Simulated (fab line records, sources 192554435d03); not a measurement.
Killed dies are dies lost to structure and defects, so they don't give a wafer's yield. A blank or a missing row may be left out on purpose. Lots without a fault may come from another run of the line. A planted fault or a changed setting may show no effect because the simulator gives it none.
fab line records | flow n5_finfet
record lots=7 wafers=19 last_day=17
route steps=1938 shown BEOL_M7@1312 PASSIVATION@1936
lots that met no fault: from a run of the same line without faults
start_h: hours from the record's first day to the start of the lot's first wafer shown | wait_h: hours since the lot's step before | " the same as in the row above | L1.1+2: a row that stands for several wafers | - no value, or no start given | * or withheld: withheld | < > ~ a bound
route shown NAME@n: a module of which the file shows steps, and the number in the route of the first | usual: mean/standard deviation of fault-free wafers | same: alike in all rows | chamber/n: place in a boat | sites: the reading at each site | _std_site: their standard deviation | _edge_site: outer sites' mean less inner sites' | radius_mm: how far each site lies from the wafer's centre | mask NAME#n: copy n | behind: the tool/chamber that last shaped the wafer | hold: why the lot was held/for how many hours/how that ended | device: the transistor (n, p or np) that didn't switch | end of line: the same wafers' tests at the end of the route | a step without rows: its recipe alone | killed: dies lost to structure and defects at the first sort, not the wafer's yield | map: a wafer's dies, x killed, . not, _ none there
set.NAME: the setting as run; set.NAME@STEP: as run at that earlier step | model.NAME: the simulator's own value behind a step, which no gauge read
lots at some steps of the route; a table a step, a row a wafer
services: from which hour (start_h, from the record's first day; less than 0 if before it) a tool's chamber was out of use, for how many hours, and why
## steps
# step N5_BEOL_M7_HM_STRIP_39
# recipe chemistry=peroxide_tin_strip material=TiN target_depth_a=250 temp_c=50 time_s=158
# step N5_BEOL_M7_SRD_40
# recipe time_s=30 temp_c=23 rinse_liquid=diw dry=ipa_marangoni
# step N5_BEOL_M7_PRECLEAN_42
# recipe chemistry=residue_remover time_s=60 temp_c=40
# step N5_BEOL_M7_SRD_43
# recipe time_s=30 temp_c=23 rinse_liquid=diw dry=ipa_marangoni
# step N5_BEOL_M7_CD_MEAS_35
# recipe target_cd_nm=40 polarity=opening
# usual cd_nm=40.4/0.62
# columns lot.wafer tool chamber start_h wait_h cd_nm
L705.1 cd_sem-01 - 199.49 0.0 40.3
L705.3 " - " " 40.1
L705.4 " - " " 40.2
L710.2 cd_sem-03 - 228.67 0.0 40.1
L710.5 " - " " 39.9
L710.6 " - " " 40.8
L714.1 cd_sem-03 - 257.70 0.0 40.7
L714.2 " - " " 40.9
L714.6 " - " " 40.1
L721.1 cd_sem-01 - 298.15 0.0 39.5
L721.5 " - " " 40.9
L722.3 cd_sem-02 - 300.36 0.0 39.9
L722.5 " - " " 39.5
L723.1 cd_sem-02 - 318.45 0.0 40.4
L723.3 " - " " 39.9
L723.4 " - " " 41.0
L726.1 cd_sem-02 - 324.95 0.0 40.7
L726.5 " - " " 39.6
L726.6 " - " " 39.6
# step N5_BEOL_M7_CURE_75
# recipe temp_c=370 time_s=120 ambient=DMADMS/He material=SiCOH_lowk
# step N5_BEOL_M7_DEGAS_44
# recipe ambient=vacuum temp_c=250 time_s=60
# usual heater_power_w=331/24
# same time_s=60
# columns lot.wafer tool chamber start_h wait_h heater_power_w
L705.1 pvd_sputter-01 - 200.22 0.6 292
L705.3 " - " " 308
L705.4 " - " " 355
L710.2 pvd_sputter-03 - 229.47 0.7 356
L710.5 " - " " 327
L710.6 " - " " 315
L714.1 pvd_sputter-02 - 258.31 0.3 336
L714.2 " - " " 316
L714.6 " - " " 338
L721.1 pvd_sputter-01 - 299.02 0.7 310
L721.5 " - " " 384
L722.3 pvd_sputter-03 - 302.85 2.2 316
L722.5 " - " " 346
L723.1 pvd_sputter-03 - 319.07 0.3 307
L723.3 " - " " 342
L723.4 " - " " 318
L726.1 pvd_sputter-03 - 325.35 0.3 358
L726.5 " - " " 347
L726.6 " - " " 321
# step N5_BEOL_M7_PRE_CLEAN_45
# recipe gas=H2/He time_s=30 temp_c=250
# usual heater_power_w=331/25
# same time_s=30
# columns lot.wafer tool chamber start_h wait_h heater_power_w
L705.1 pvd_sputter-01 - 200.26 0.0 299
L705.3 " - " " 311
L705.4 " - " " 350
L710.2 pvd_sputter-03 - 229.51 0.0 355
L710.5 " - " " 324
L710.6 " - " " 309
L714.1 pvd_sputter-02 - 258.36 0.0 330
L714.2 " - " " 300
L714.6 " - " " 338
L721.1 pvd_sputter-01 - 299.06 0.0 309
L721.5 " - " " 388
L722.3 pvd_sputter-03 - 302.89 0.0 318
L722.5 " - " " 347
L723.1 pvd_sputter-03 - 319.11 0.0 313
L723.3 " - " " 351
L723.4 " - " " 312
L726.1 pvd_sputter-03 - 325.39 0.0 351
L726.5 " - " " 347
L726.6 " - " " 314
# step N5_BEOL_M7_ALD_77
# recipe material=TaN target_thk_a=20 temp_c=275 ald_precursor_family=PDMAT ald_co_reactant=NH3 pressure_torr=3 carrier_flow_sccm=1500 pulse_time_s=2 purge_time_s=3 co_reactant_purge_time_s=2 co_reactant_pulse_time_s=3 ald_cycles=40 precursor_vessel_temp_c=75 precursor_vessel_pressure_torr=26.25 precursor_vessel_carrier_sccm=1000
# step N5_BEOL_M7_SURFACE_TREAT_79
# recipe gas=Ar time_s=* ion_energy_ev=* ion_current_ma_cm2=0.5 pressure_mtorr=* ar_flow_sccm=30
# usual throttle_valve_pct=*
# same time_s=*
# columns lot.wafer tool chamber start_h wait_h throttle_valve_pct
L705.1 pvd_sputter-01 - 200.86 0.4 *
L705.3 " - " " *
L705.4 " - " " *
L710.2 pvd_sputter-02 - 229.94 0.2 *
L710.5 " - " " *
L710.6 " - " " *
L714.1 pvd_sputter-01 - 258.75 0.2 *
L714.2 " - " " *
L714.6 " - " " *
L721.1 pvd_sputter-01 - 299.64 0.2 *
L721.5 " - " " *
L722.3 pvd_sputter-02 - 303.30 0.2 *
L722.5 " - " " *
L723.1 pvd_sputter-02 - 319.58 0.3 *
L723.3 " - " " *
L723.4 " - " " *
L726.1 pvd_sputter-03 - 325.75 0.2 *
L726.5 " - " " *
L726.6 " - " " *
# step N5_BEOL_M7_CVD_78
# recipe material=Co target_thk_a=20 temp_c=withheld precursor=CCTBA/H2 pressure_torr=30 time_s=142.3
# step N5_BEOL_M7_SPUTTER_48
# recipe material=Cu target_thk_a=100 temp_c=-20 bias_v=60 power_w=26000 chamber_pressure_pa=0.13 time_s=1.667
# usual throttle_valve_pct=29.9/1
# same time_s=1.667
# columns lot.wafer tool chamber start_h wait_h throttle_valve_pct
L705.1 pvd_sputter-01 - 201.06 0.1 29.4
L705.3 " - " " 31.2
L705.4 " - " " 30.6
L710.2 pvd_sputter-03 - 230.13 0.1 32.1
L710.5 " - " " 29.6
L710.6 " - " " 30.5
L714.1 pvd_sputter-03 - 259.45 0.6 28.5
L714.2 " - " " 29.6
L714.6 " - " " 30.3
L721.1 pvd_sputter-02 - 299.83 0.1 29.2
L721.5 " - " " 29.1
L722.3 pvd_sputter-01 - 303.49 0.1 29.6
L722.5 " - " " 31.4
L723.1 pvd_sputter-03 - 320.04 0.4 31.8
L723.3 " - " " 28.4
L723.4 " - " " 30.5
L726.1 pvd_sputter-01 - 326.09 0.2 30.5
L726.5 " - " " 30.1
L726.6 " - " " 29.4
# step N5_BEOL_M7_ECD_50
# recipe material=Cu target_thk_a=3000
# columns lot.wafer tool chamber start_h wait_h model.Cu_of_BEOL_M7_ECD_50.thk_nm
L705.1 ecd_cu-01 1 201.18 0.1 303.6
L705.3 " 1 " " 297.6
L705.4 " 0 " " 301.4
L710.2 ecd_cu-01 0 230.29 0.1 297.6
L710.5+6 " 1,0 " " 297.4
L714.1 ecd_cu-01 1 259.56 0.1 299.4
L714.2 " 0 " " 301.4
L714.6 " 0 " " 300.6
L721.1 ecd_cu-01 0 299.94 0.1 414.8
L721.5 " 1 " " 416
L722.3 ecd_cu-01 1 303.63 0.1 299.2
L722.5 " 1 " " 413
L723.1 ecd_cu-01 0 320.16 0.1 408
L723.3 " 1 " " 296.8
L723.4 " 0 " " 300
L726.1 ecd_cu-02 1 326.28 0.1 302
L726.5 " 1 " " 301.6
L726.6 " 0 " " 300.8
# step N5_BEOL_M7_ANNEAL_51
# recipe temp_c=225 time_s=90 ambient=N2
# usual wafer_temp_C_max=226.00/0.23
# same time_s=90
# columns lot.wafer tool chamber start_h wait_h wafer_temp_C_max
L705.1 rtp_anneal-01 0 201.46 0.3 226.10
L705.3 " 0 " " 226.04
L705.4 " 0 " " 226.02
L710.2 rtp_anneal-01 0 230.43 0.1 225.57
L710.5 " 0 " " 225.79
L710.6 " 0 " " 225.58
L714.1 rtp_anneal-02 0 259.66 0.1 226.47
L714.2 " 0 " " 226.07
L714.6 " 0 " " 225.99
L721.1 rtp_anneal-02 0 300.04 0.1 225.90
L721.5 " 0 " " 226.14
L722.3 rtp_anneal-02 0 303.81 0.2 226.40
L722.5 " 0 " " 226.27
L723.1 rtp_anneal-02 0 320.30 0.1 226.12
L723.3 " 0 " " 226.07
L723.4 " 0 " " 226.34
L726.1 rtp_anneal-01 0 326.54 0.2 226.07
L726.5 " 0 " " 225.83
L726.6 " 0 " " 226.31
# step N5_BEOL_M7_CMP_52
# recipe stop_on=SiCOH_lowk t_overpolish_s=6.9 down_force_psi=1 platen_rpm=50 clearing_platen_down_force_psi=1.5 clearing_platen_rpm=50 post_cmp_clean=cu_alkaline target_thk_nm=80 clearing_platen_pad_velocity_m_s=0.99484 pad_velocity_m_s=0.99484
# usual motor_current_A=6.0/0.53 platen_rpm=50.00/0.032 time_to_endpoint_s=62.4/2.6
# columns lot.wafer tool chamber start_h wait_h motor_current_A platen_rpm time_to_endpoint_s
L705.3 cmp-01 2 201.77 0.2 5.4 50.02 62.8
L705.4 " 3 " " 5.6 49.99 66.4
L705.1 " 1 " " 7.0 49.94 62.6
L710.2 cmp-01 0 230.81 0.3 6.1 50.03 64.3
L710.6 " 1 " " 7.3 49.96 61.8
L710.5 " 2 " " 5.2 49.98 60.9
L714.1 cmp-01 3 259.99 0.3 5.9 50.06 61.2
L714.2 " 1 " " 7.0 50.00 58.1
L714.6 " 3 " " 5.7 50.02 60.7
L721.1 cmp-01 2 300.47 0.4 5.4 50.02 88.8
L721.5 " 3 " " 6.1 50.01 87.0
L722.3 cmp-04 0 304.13 0.3 6.0 50.01 60.7
L722.5 " 1 " " 5.9 50.00 84.2
L723.4 cmp-03 1 320.89 0.4 6.1 50.00 62.3
L723.1 " 3 " " 5.5 49.98 81.8
L723.3 " 0 " " 5.9 50.02 59.1
L726.1 cmp-01 3 326.95 0.4 5.9 50.02 63.6
L726.6 " 0 " " 6.4 50.03 64.6
L726.5 " 1 " " 6.9 50.00 60.6
# step N5_BEOL_M7_THK_MEAS_53
# recipe thk_meas_gauge=xrf reads=Cu_of_BEOL_M7_ECD_50
# usual M7_THK=79.9/1.8
# columns lot.wafer tool chamber start_h wait_h M7_THK[nm]
L705.1 film_metro-01 - 202.07 - 79.3
L705.3 " - " " 80.0
L705.4 " - " " 79.6
L710.2 film_metro-01 - 230.99 - 81.1
L710.5 " - " " 83.2
L710.6 " - " " 80.6
L714.1 film_metro-01 - 260.25 - 81.8
L714.2 " - " " 78.9
L714.6 " - " " 81.6
L721.1 film_metro-02 - 300.77 - 81.9
L721.5 " - " " 79.8
L722.3 film_metro-02 - 304.32 - 79.8
L722.5 " - " " 78.3
L723.1 film_metro-02 - 321.18 - 79.2
L723.3 " - " " 77.8
L723.4 " - " " 77.1
L726.1 film_metro-02 - 327.13 - 82.4
L726.5 " - " " 78.9
L726.6 " - " " 83.9
# step N5_PASSIVATION_PROBE_49
# usual defect_limited_yield=91.6/1.6 killed_at_M0_to_M3=31/10 killed_at_M4_up=14/6.3 killed_at_contacts=12/6.1 killed_at_front_end=39/12 killed_at_other=3.7/2.8 killed_dies=100/19 killed_open=66/14 killed_short=33/8.1 sort_bin_5_function=5.0/1.1 sort_bin_6_memory=3.2/0.66 sort_bin_8_speed=0.01/0.077 sort_n_pass=1080/18 sort_yield_pct=91.6/1.6
# same gross_dies=1180 killed_at_back_side=0 sort_bin_4_leakage[%]=0
# columns lot.wafer tool chamber start_h wait_h defect_limited_yield[%] killed_at_M0_to_M3 killed_at_M4_up killed_at_contacts killed_at_front_end killed_at_other killed_dies killed_open killed_short sort_bin_5_function[%] sort_bin_6_memory[%] sort_bin_8_speed[%] sort_n_pass sort_yield_pct[%]
L721.1 prober-02 - 376.70 0.0 88.2 46 16 21 52 4 139 92 45 7.1 4.0 0 1041 88.2
L722.3 prober-01 - 382.78 0.1 92.3 30 13 14 32 2 91 59 30 4.2 3.1 0 1089 92.3
L722.5 prober-01 - 382.88 0.2 92.5 29 7 10 38 4 88 53 35 4.4 2.5 0 1092 92.5
L723.1 prober-01 - 393.20 0.0 91.9 13 24 10 42 6 95 68 27 4.7 3.1 0 1085 91.9
L723.3 prober-01 - 393.30 0.1 90.0 32 9 29 45 3 118 89 27 5.8 4.1 0 1062 90.0
# killed by level:class
L721.1 FIN_SAQP:geometric_particle:open=19 MOL_CONTACT_COAG:geometric_particle:open=16 FIN_SAQP:geometric_particle:short=14 BEOL_M2:geometric_particle:open=13 BEOL_M0_SAQP:geometric_particle:short=11 BEOL_M0_SAQP:geometric_particle:open=9 BEOL_M4:geometric_particle:open=8 BEOL_M1:geometric_particle:open=7
L722.3 MOL_CONTACT_COAG:geometric_particle:open=11 BEOL_M0_SAQP:geometric_particle:short=7 BEOL_M2:geometric_particle:open=6 BEOL_M4:geometric_particle:open=6 FIN_SAQP:geometric_particle:open=5 BEOL_M1:geometric_particle:open=5 BEOL_M3:geometric_particle:open=5 STARTING-WAFER:geometric_particle:short=5
L722.5 BEOL_M3:geometric_particle:open=12 FIN_SAQP:geometric_particle:short=8 FIN_SAQP:geometric_particle:open=6 MOL_CONTACT_COAG:geometric_particle:open=6 BEOL_M2:geometric_particle:open=6 STI_FIN_REVEAL:geometric_particle:open=5 DUMMY_GATE:geometric_particle:open=5 ILD0:geometric_particle:short=5
L723.1 BEOL_M5:geometric_particle:open=12 STI_FIN_REVEAL:geometric_particle:open=11 MOL_CONTACT_COAG:geometric_particle:open=10 BEOL_M1:geometric_particle:open=9 GATE_CUT:geometric_particle:short=7 FIN_SAQP:geometric_particle:short=5 FIN_SAQP:geometric_particle:open=5 STARTING-WAFER:geometric_particle:open=5
L723.3 MOL_CONTACT_COAG:geometric_particle:open=25 STI_FIN_REVEAL:geometric_particle:open=14 FIN_SAQP:geometric_particle:open=10 BEOL_M3:geometric_particle:open=10 BEOL_M0_SAQP:geometric_particle:short=8 BEOL_M0_SAQP:geometric_particle:open=7 FIN_SAQP:geometric_particle:short=5 DUMMY_GATE:geometric_particle:open=4
## services
# columns tool chamber start_h hours kind
cmp-04 - 176.96 4.8 pm
ecd_cu-01 - 185.41 3.5 repair
cmp-03 - 219.00 2.2 repair
cmp-01 - 221.34 4.7 pm
cmp-04 - 223.57 4.0 pm
cmp-04 - 227.57 - consumable_replace:conditioner
cmp-04 - 227.57 - consumable_replace:pad
ecd_cu-02 - 228.96 1.5 repair
cmp-04 - 247.54 5.0 repair
cmp-03 - 299.53 7.0 pm
cmp-01 - 303.82 4.0 pm
cmp-01 - 307.82 - consumable_replace:conditioner
cmp-01 - 307.82 - consumable_replace:pad
pvd_sputter-01 - 310.44 9.1 repair
cmp-04 - 318.51 3.0 repair
cmp-01 - 320.38 5.9 pm
## key
first_sign step=N5_BEOL_M7_CMP_52 reading=time_to_endpoint_s direction=up sigmas=8.8 usual=* struck=*
effect none on later readings
model_effect step=N5_BEOL_M7_ECD_50 value=Cu_of_BEOL_M7_ECD_50.thk_nm without=296.3 struck=412.9
met_at N5_BEOL_M7_ECD_50
struck_wafers L721.1,L721.5,L722.5,L723.1
onset_between 259.56 299.94
fault kind=process_parameter_drift tool=ecd_cu-01 chamber=- onset_h=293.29 steps=N5_BEOL_M7_ECD_50 channel=target_thk_a offset=* shape=step end_h=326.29 scope=struck_wafers_only acts_in=* stated=*
